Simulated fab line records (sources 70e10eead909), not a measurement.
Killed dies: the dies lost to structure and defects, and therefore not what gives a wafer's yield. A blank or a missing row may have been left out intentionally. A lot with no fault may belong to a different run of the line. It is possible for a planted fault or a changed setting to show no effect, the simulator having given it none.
Chamber matching    flow nand_harc    rie_diel-05 running NHARC_P_M0_DESCUM_14: 4 sister chambers
The step chemistry O2, time 3 s. 39 wafers are shown with their chamber, then 12 later ones without.

EACH WAFER AND ITS CHAMBER
wafer   chamber  drypump_motor_current_A (A)  showerhead_plenum_p_Torr (Torr)  oes_product_au (a.u.)
L075.1  1        5.5                          2.03                             1.015
L075.2  3        4.9                          1.86                             1.005
L075.5  1        5.5                          2.03                             1.003
L076.1  0        5.5                          1.89                             1.015
L076.4  1        5.5                          2.03                             1.012
L076.6  0        5.5                          1.89                             1.000
L078.1  0        5.5                          1.89                             1.011
L078.2  2        5.8                          1.93                             0.984
L078.5  0        5.5                          1.89                             1.002
L079.2  2        5.8                          1.92                             0.985
L079.3  1        5.5                          2.03                             1.007
L079.6  1        5.5                          2.03                             1.002
L080.1  2        5.8                          1.92                             0.985
L080.4  1        5.5                          2.03                             1.019
L080.6  2        5.8                          1.92                             0.999
L081.1  3        4.9                          1.86                             1.000
L081.3  2        5.8                          1.92                             0.992
L081.5  0        5.5                          1.89                             1.003
L082.1  0        5.5                          1.89                             1.008
L082.2  3        5.0                          1.86                             1.003
L082.4  1        5.5                          2.03                             1.008
L085.2  3        4.9                          1.86                             1.008
L085.3  2        5.8                          1.92                             0.999
L085.5  0        5.5                          1.89                             1.011
L086.1  2        5.8                          1.92                             0.986
L086.3  1        5.5                          2.02                             1.000
L086.6  3        4.9                          1.86                             1.004
L087.2  3        4.9                          1.86                             1.023
L087.3  1        5.5                          2.02                             1.014
L087.5  2        5.8                          1.92                             0.998
L088.2  1        5.5                          2.02                             1.013
L088.3  0        5.5                          1.89                             1.013
L088.6  0        5.5                          1.89                             0.996
L089.2  0        5.5                          1.89                             0.998
L089.3  2        5.8                          1.92                             0.983
L089.4  0        5.5                          1.88                             0.991
L090.3  1        5.5                          2.02                             1.014
L090.4  2        5.8                          1.92                             0.991
L090.5  2        5.8                          1.92                             0.991

SIGNATURES (means of the wafers above)
reading                   chamber 0  chamber 1  chamber 2  chamber 3  scatter within a chamber
drypump_motor_current_A   5.500      5.500      5.800      4.917      0.0154
showerhead_plenum_p_Torr  1.8891     2.0264     1.9209     1.8600     0.00353
oes_product_au            1.00436    1.00973    0.99027    1.00717    0.00696
Rule: distance of a wafer from a chamber = root of the sum over the readings of ((wafer's reading minus chamber's mean) / reading's scatter) squared. If the next closest chamber is less than 2 further off than the closest, the wafer can't be placed; otherwise it belongs to the closest. The scatter: the root of (the sum of the squares of (reading less its chamber's mean) over the shown wafers, divided by (wafers less chambers)).

WAFERS WITH NO CHAMBER GIVEN
wafer   drypump_motor_current_A (A)  showerhead_plenum_p_Torr (Torr)  oes_product_au (a.u.)
L092.1  5.0                          1.85                             0.995
L092.4  5.5                          1.88                             0.993
L092.5  5.5                          2.02                             1.024
L094.2  4.9                          1.85                             1.003
L094.3  5.5                          1.88                             0.997
L094.5  5.5                          2.02                             1.009
L095.3  4.9                          1.85                             0.986
L095.4  5.5                          1.88                             0.993
L095.5  5.5                          2.02                             1.010
L097.2  4.9                          1.85                             0.992
L097.4  5.8                          1.92                             0.985
L097.6  5.5                          1.88                             0.995

WHICH CHAMBER EACH WENT THROUGH
wafer   from the rows above  in truth
L092.1  3                    3
L092.4  0                    0
L092.5  1                    1
L094.2  3                    3
L094.3  0                    0
L094.5  1                    1
L095.3  3                    3
L095.4  0                    0
L095.5  1                    1
L097.2  3                    3
L097.4  2                    2
L097.6  0                    0
12 of 12 placed correctly. Left unplaced by these rows: 0. Placed wrongly: 0.
